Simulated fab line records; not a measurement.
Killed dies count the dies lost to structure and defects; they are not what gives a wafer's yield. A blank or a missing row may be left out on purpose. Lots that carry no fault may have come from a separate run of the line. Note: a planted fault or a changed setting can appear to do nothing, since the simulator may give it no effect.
One fault seen from 2 desks -- flow nand-harc -- what lay behind the numbers comes last; until then each desk has only its own

## DESK OF THE TOOL OWNER: ald-sin-batch-01
The tool's own readings at NHARC_A_CHANNEL_FILL_D1_ALD_15 (deposits SiNx, target thk 2 nm, pulse time 60 s, ald cycles 19): means of the sampled wafers that have a number, for each lot that ran on this tool. The brackets show how far a lot's mean lies from the usual mean; more than 4 standard deviations puts the lot out of limits, marked OUT.
Columns: A = precursor-pulse-height-rel at NHARC_A_CHANNEL_FILL_D1_ALD_15, usual 0.999
lot,first seen here,A
L357,day 11 17:45,0.999
L362,day 13 10:43,1.017
L364,day 14 00:17,0.982
L369,day 16 09:26,1.002
L370,day 16 09:26,0.993
L372,day 17 18:31,0.988
L375,day 18 22:32,0.997
This desk's verdict: no lot among the 7 shows anything out of limits.

## AT THE METROLOGY DESK
Means of the sampled wafers that have a number, per lot and without regard to the tool the lot ran on: this is what the gauges read. The brackets show how far a lot's mean lies from the usual mean; more than 4 standard deviations puts the lot out of limits, marked OUT.
Columns: A = overlay-x-nm at NHARC_A_CHANNEL_HOLE_D1_OVL_MEAS_11, usual 0.1 nm; B = overlay-y-nm at NHARC_A_CHANNEL_HOLE_D1_OVL_MEAS_11, usual -0.2 nm
lot,first seen here,A,B
L353,day 9 03:14,1.3,0.2
L355,day 9 19:11,0.4,-0.3
L357,day 11 00:22,-1.0,-2.2
L359,day 11 00:48,-1.4,-0.8
L362,day 12 08:35,-0.9,-0.5
L364,day 13 06:57,1.1,-1.0
L365,day 13 21:15,0.5,-0.5
L369,day 15 15:31,-1.8,-0.3
L370,day 15 15:40,1.9,-0.0
L372,day 17 01:01,0.1,-1.5
L374,day 17 18:50,1.3,-0.2
L375,day 18 04:57,-0.3,1.2
This desk's verdict: no lot among the 12 shows anything out of limits.

## PUT TOGETHER
The tool owner's desk saw nothing out of limits.
At the metrology desk, nothing out of limits was observed.

## WHAT THE SIMULATOR HAD PUT IN
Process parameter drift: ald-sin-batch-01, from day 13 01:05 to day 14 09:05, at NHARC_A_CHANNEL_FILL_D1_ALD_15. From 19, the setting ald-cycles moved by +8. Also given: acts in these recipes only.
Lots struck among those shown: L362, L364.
